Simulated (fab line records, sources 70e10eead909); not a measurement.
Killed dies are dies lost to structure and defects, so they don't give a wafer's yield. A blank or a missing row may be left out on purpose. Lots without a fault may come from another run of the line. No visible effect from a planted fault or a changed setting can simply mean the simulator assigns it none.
Which tool did it? / flow nand-harc / 6 lots, 16 wafers sampled, at 4 steps of a route of 1302

## WHAT THE GAUGES SHOWED, per wafer
NHARC_A_ONON_D2_THK_MEAS_24: measures by ellipsometry.
lot=L530; measured=day 13 22:24; on=film-metro-01; thk-nm (nm)=982 982 981
lot=L533; measured=day 15 17:36; on=film-metro-01; thk-nm (nm)=1009 1010 1009
lot=L538; measured=day 17 05:16; on=film-metro-02; thk-nm (nm)=998 999 999
lot=L541; measured=day 18 16:04; on=film-metro-01; thk-nm (nm)=993 991 992
lot=L543; measured=day 19 12:32; on=film-metro-02; thk-nm (nm)=1200 986
lot=L546; measured=day 20 17:35; on=film-metro-01; thk-nm (nm)=1206 993

## WHAT TOOL EACH LOT RAN ON (gives the tool, then ch and the chambers of the sampled wafers, and finally the start)
lot=L530; NHARC_A_CHANNEL_FILL_D1_ETCHBACK_19=rie-si-01 ch 0,1,2, day 11 02:23; NHARC_A_DECK1_JOINT_ETCHBACK_00=rie-si-02 ch 1,2,3, day 12 12:55; NHARC_A_ONON_D2_DEP_22=pecvd-onon-04 ch 0, day 13 21:53
lot=L533; NHARC_A_CHANNEL_FILL_D1_ETCHBACK_19=rie-si-01 ch 0,1, day 12 12:11; NHARC_A_DECK1_JOINT_ETCHBACK_00=rie-si-02 ch 0,1,3, day 14 08:07; NHARC_A_ONON_D2_DEP_22=pecvd-onon-02 ch 0, day 15 17:05
lot=L538; NHARC_A_CHANNEL_FILL_D1_ETCHBACK_19=rie-si-05 ch 1,2, day 14 03:40; NHARC_A_DECK1_JOINT_ETCHBACK_00=rie-si-03 ch 1,2,3, day 15 15:46; NHARC_A_ONON_D2_DEP_22=pecvd-onon-02 ch 0, day 17 04:53
lot=L541; NHARC_A_CHANNEL_FILL_D1_ETCHBACK_19=rie-si-06 ch 0,2,3, day 15 16:56; NHARC_A_DECK1_JOINT_ETCHBACK_00=rie-si-03 ch 1,2,3, day 17 07:59; NHARC_A_ONON_D2_DEP_22=pecvd-onon-01 ch 0, day 18 15:34
lot=L543; NHARC_A_CHANNEL_FILL_D1_ETCHBACK_19=rie-si-01 ch 1,3, day 16 08:31; NHARC_A_DECK1_JOINT_ETCHBACK_00=rie-si-04 ch 0,1, day 17 19:49; NHARC_A_ONON_D2_DEP_22=pecvd-onon-04 ch 0, day 19 12:09
lot=L546; NHARC_A_CHANNEL_FILL_D1_ETCHBACK_19=rie-si-05 ch 3, day 17 22:28; NHARC_A_DECK1_JOINT_ETCHBACK_00=rie-si-02 ch 2, day 19 06:01; NHARC_A_ONON_D2_DEP_22=pecvd-onon-04 ch 0, day 20 17:11
- NHARC_A_CHANNEL_FILL_D1_ETCHBACK_19: etches the open film in HBr/Cl2, target depth 5 nm, time 1.7 s.
- NHARC_A_DECK1_JOINT_ETCHBACK_00: etches the open film in HBr, target depth 30 nm, time 17.4 s.
- NHARC_A_ONON_D2_DEP_22: target thk 1000 nm.

## THE ANSWER, worked out from the rows above alone
Rule: usual is defined by the lots themselves. Put in order of their means at a reading, lots are off if they are a third of the lots or fewer, leave a main group of 4 or more, and stand apart from it by a gap of 3 or more times the standard deviation of the main group's means; of several such gaps the widest counts. If all means in a main group match to the digits the tables above print for the reading, that group is not used. A lot without any number at a reading at which 4 lots or more have one is off too. All remaining lots with rows at the step are treated as sound.
Off: L543, L546, at NHARC_A_ONON_D2_THK_MEAS_24 (thk-nm). For the main group the mean is 995 nm and the standard deviation 10.
A tool fits if, at a process step before that reading, it ran every lot that is off, and no sound lot after the first of them. The gauges at NHARC_A_ONON_D2_THK_MEAS_24 are tried like those tools. One fits: NHARC_A_ONON_D2_DEP_22 on pecvd-onon-04. A fault onset in the window from L530 (day 13 21:53, its last sound lot) to L543 (day 19 12:09, its first lot off) fits.

## WHAT WAS PUT IN BY THE SIMULATOR
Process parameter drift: pecvd-onon-04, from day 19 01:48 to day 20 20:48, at NHARC_A_ONON_D2_DEP_22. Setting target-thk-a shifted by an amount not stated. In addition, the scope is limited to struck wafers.
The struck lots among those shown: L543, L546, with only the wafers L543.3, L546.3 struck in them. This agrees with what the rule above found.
